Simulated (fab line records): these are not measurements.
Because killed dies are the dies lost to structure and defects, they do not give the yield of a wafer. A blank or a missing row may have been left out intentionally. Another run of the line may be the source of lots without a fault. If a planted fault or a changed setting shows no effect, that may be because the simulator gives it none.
A struck lot beside a sound one -- flow n5_finfet -- 36 out of 1938 route steps
Sound: the wafers L912.2, L912.4, L912.6. Struck: wafers L901.5, L901.6 (left out: L901.2, a lot-mate that was not struck); the cause follows at the end.
Order at every step that has rows: each side's tool, ch and its chambers, its first start. Under that, the readings that differ: sound wafers -- struck wafers -- difference of the means -- sigmas: that difference in standard deviations of wafers without a fault.
alike: readings whose means differ by less than 2 such deviations, and words and numbers that are the same on both sides. not compared: withheld readings, readings that some wafer has no value for, bounds like >300 that may hide the same value, and numbers for which the record gives no deviation and whose values overlap.
Wherever a step has rows on one side only, a row that says differs or no value, or a row with sigmas, the two part there. Non-overlapping numbers with no deviation appear without sigmas and do not part them. A reading missing from all wafers of one side parts the sides only when that side holds two or more wafers.

first, 10 steps without rows for these wafers: N5_STI_FIN_REVEAL_PRECLEAN_18 (cleans in SC2, time 45 s); N5_STI_FIN_REVEAL_SRD_28 (time 30 s); N5_DUMMY_GATE_PRECLEAN_00 (cleans in O3/DIW, time 60 s); N5_DUMMY_GATE_SRD_01 (time 30 s); N5_DUMMY_GATE_ALD_02 (deposits SiO2, target thk 2 nm, pulse time 1 s); N5_DUMMY_GATE_CVD_03 (deposits a-Si from SiH4, target thk 150 nm, time 8042 s); N5_DUMMY_GATE_PRECLEAN_46 (cleans in DIW, time 89.5 s); N5_DUMMY_GATE_SRD_47 (dry time 32 s); N5_DUMMY_GATE_CMP_04 (polishes a-Si); N5_DUMMY_GATE_HM_DEP_06 (deposits SiNx from DCS/NH3, target thk 80 nm, time 5141 s).
N5_DUMMY_GATE_PECVD_30: deposits SiO2 from TEOS/O2, target thk 55 nm, time 10.8 s.
  sound on pecvd-03 ch 1,2, day 7 18:45; struck on pecvd-03 ch 1,2, day 5 00:56
reading,sound,struck,difference,sigmas
model.SiO2_of_DUMMY_GATE_PECVD_30.thk_nm (nm),55.4 56.4 56,56.8 58.4,+1.7,
  not compared: since_wet_clean_h
then, 22 steps without rows for these wafers: N5_DUMMY_GATE_COAT_34 (time 60 s, resist thk 60 nm); N5_DUMMY_GATE_COAT_35 (time 60 s, resist thk 10 nm); N5_DUMMY_GATE_COAT_28 (time 60 s, resist thk 10 nm); N5_DUMMY_GATE_COAT_09 (resist thk 30 nm); N5_DUMMY_GATE_EBR_11; N5_DUMMY_GATE_SOFTBAKE_10 (time 60 s); N5_DUMMY_GATE_EXPOSE_12 (exposes mask GATE, target cd 25 nm); N5_DUMMY_GATE_PEB_13 (peb time 60 s); N5_DUMMY_GATE_DEVELOP_14 (develop time 30 s); N5_DUMMY_GATE_DESCUM_20 (chemistry O2, time 6.2 s); N5_DUMMY_GATE_ETCH_29 (etches underlayer in N2/H2, target depth 13 nm); N5_DUMMY_GATE_ETCH_36 (etches SiARC in CF4, target depth 13 nm); N5_DUMMY_GATE_ETCH_37 (etches SOC in N2/H2, target depth 60 nm, overetch 30 nm); N5_DUMMY_GATE_STRIP_38 (strips in N2/H2); N5_DUMMY_GATE_STRIP_39 (strips in N2/H2); N5_DUMMY_GATE_TRIM_49 (chemistry O2, time 29 s, target cd 14 nm); N5_DUMMY_GATE_STRIP_40 (strips in CF4); N5_DUMMY_GATE_ETCH_31 (etches SiO2 in C4F6/O2, target depth 82.5 nm, time 27.5 s); N5_DUMMY_GATE_STRIP_41 (strips in O2); N5_DUMMY_GATE_HM_OPEN_21 (chemistry CH3F/O2, target SiNx, target depth 120 nm, time 171.4 s); N5_DUMMY_GATE_ETCH_32 (etches SiO2 in CF4, target depth 3.5 nm, time 3.9 s); N5_DUMMY_GATE_ETCH_23 (etches poly-Si in HBr/Cl2/O2, target depth 41 nm, time 22.3 s).
N5_DUMMY_GATE_ETCH_44: etches poly-Si in HBr/O2, stops on SiO2, target depth 127.5 nm.
  sound on rie_si-05 ch 1,2, day 8 03:52; struck on rie_si-05 ch 2,3, day 5 02:17
  alike: drypump_motor_current_A, oes_product_au, throttle_valve_pct
  not compared: rf_hours_counter_h, model.SiO2_of_DUMMY_GATE_PECVD_30.thk_nm
-- the record jumps here: 7 days lie between the struck wafers' starts before and after (it left off in module DUMMY_GATE and takes up again in module BEOL_M4, whose first step shown is number 1111 of the route) --
N5_BEOL_M4_RC_MEAS_101:
  sound on prober-02 ch 0, day 14 12:19; struck on prober-02 ch 0, day 11 17:29
reading,sound,struck,difference,sigmas
IOFF_P (nA/um),0.254 0.257 0.318,0.214 0.211,-0.064,-2
ION_P (uA/um),472 476 482,464 462,-14,-2
VT_P (mV),-245 -245 -244,-254 -252,-8,-3
  alike: DIBL_N, DIBL_P, IOFF_N, ION_N, SS_N, SS_P, VT_N
following that, these wafers have no rows for 1 step: N5_PASSIVATION_PROBE_49.

WHERE THEY PART
Within this record, at N5_BEOL_M4_RC_MEAS_101 only.

WHY: what had been put in by the simulator
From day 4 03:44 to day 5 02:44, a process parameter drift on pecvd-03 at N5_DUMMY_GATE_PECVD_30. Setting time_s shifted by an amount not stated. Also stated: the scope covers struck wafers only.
